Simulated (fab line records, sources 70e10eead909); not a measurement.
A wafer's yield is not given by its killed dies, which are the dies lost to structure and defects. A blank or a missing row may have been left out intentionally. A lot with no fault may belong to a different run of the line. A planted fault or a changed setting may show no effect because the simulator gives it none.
Chamber matching + flow nand_harc + rie_diel-07 running NHARC_P_M0_STRIP_18: 4 sister chambers
The step strips in N2/H2. 14 wafers are shown with their chamber, then 7 later ones without.

## WAFERS PAIRED WITH THEIR CHAMBERS
| wafer  | chamber | throttle_valve_pct (%) | rf_vpp_V (V) | n2_flow_sccm (sccm) |
|--------|---------|------------------------|--------------|---------------------|
| L080.1 | 1       | 14.175                 | 90.6         | 150.0               |
| L080.2 | 3       | 14.160                 | 89.3         | 149.5               |
| L080.6 | 3       | 14.161                 | 90.8         | 150.1               |
| L081.2 | 1       | 14.184                 | 91.1         | 149.8               |
| L081.3 | 0       | 14.169                 | 90.0         | 150.1               |
| L081.5 | 0       | 14.177                 | 91.2         | 148.7               |
| L082.2 | 2       | 14.158                 | 89.7         | 149.6               |
| L082.3 | 3       | 14.167                 | 90.1         | 149.5               |
| L082.5 | 1       | 14.170                 | 90.6         | 149.7               |
| L088.4 | 1       | 14.171                 | 91.8         | 151.1               |
| L088.5 | 3       | 14.174                 | 90.7         | 150.3               |
| L088.6 | 2       | 14.168                 | 90.2         | 149.8               |
| L085.2 | 1       | 14.190                 | 90.3         | 150.6               |
| L085.3 | 0       | 14.165                 | 89.4         | 150.0               |

SIGNATURES (means of the wafers above)
| reading            | chamber 0 | chamber 1 | chamber 2 | chamber 3 | scatter within a chamber |
|--------------------|-----------|-----------|-----------|-----------|--------------------------|
| throttle_valve_pct | 14.17033  | 14.17800  | 14.16300  | 14.16550  | 0.00743                  |
| rf_vpp_V           | 90.200    | 90.880    | 89.950    | 90.225    | 0.68                     |
| n2_flow_sccm       | 149.600   | 150.240   | 149.700   | 149.850   | 0.562                    |
Rule: a wafer's distance from a chamber is the root of the sum, over the readings, of the square of ((its reading less the chamber's mean) divided by the reading's scatter). The wafer belongs to the nearest chamber; if the next one is less than 2 further off, it can't be placed. The scatter: take each reading less its chamber's mean, square it, sum over the shown wafers, divide by the number of wafers less the number of chambers, and take the root.

## WAFERS MISSING THEIR CHAMBER
| wafer  | throttle_valve_pct (%) | rf_vpp_V (V) | n2_flow_sccm (sccm) |
|--------|------------------------|--------------|---------------------|
| L085.5 | 14.155                 | 91.0         | 150.1               |
| L095.1 | 14.164                 | 89.8         | 150.3               |
| L095.2 | 14.155                 | 90.6         | 149.3               |
| L095.5 | 14.171                 | 93.9         | 150.2               |
| L097.1 | 14.167                 | 91.4         | 150.7               |
| L097.2 | 14.168                 | 90.2         | 149.4               |
| L097.4 | 14.163                 | 92.5         | 149.6               |

## CHAMBER TAKEN BY EACH
| wafer  | from the rows above               | in truth |
|--------|-----------------------------------|----------|
| L085.5 | can't be placed: 3 or 2 or 0 or 1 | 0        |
| L095.1 | can't be placed: 3 or 2 or 0 or 1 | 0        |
| L095.2 | can't be placed: 2 or 3 or 0 or 1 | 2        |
| L095.5 | can't be placed: 1 or 3 or 0 or 2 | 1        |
| L097.1 | can't be placed: 1 or 3 or 0 or 2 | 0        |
| L097.2 | can't be placed: 0 or 3 or 2 or 1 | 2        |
| L097.4 | can't be placed: 1 or 3 or 0 or 2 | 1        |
Correctly placed: 0 of 7. Can't be placed from these rows: 7 (the true chamber is among the candidates in 7). Wrongly placed: 0.
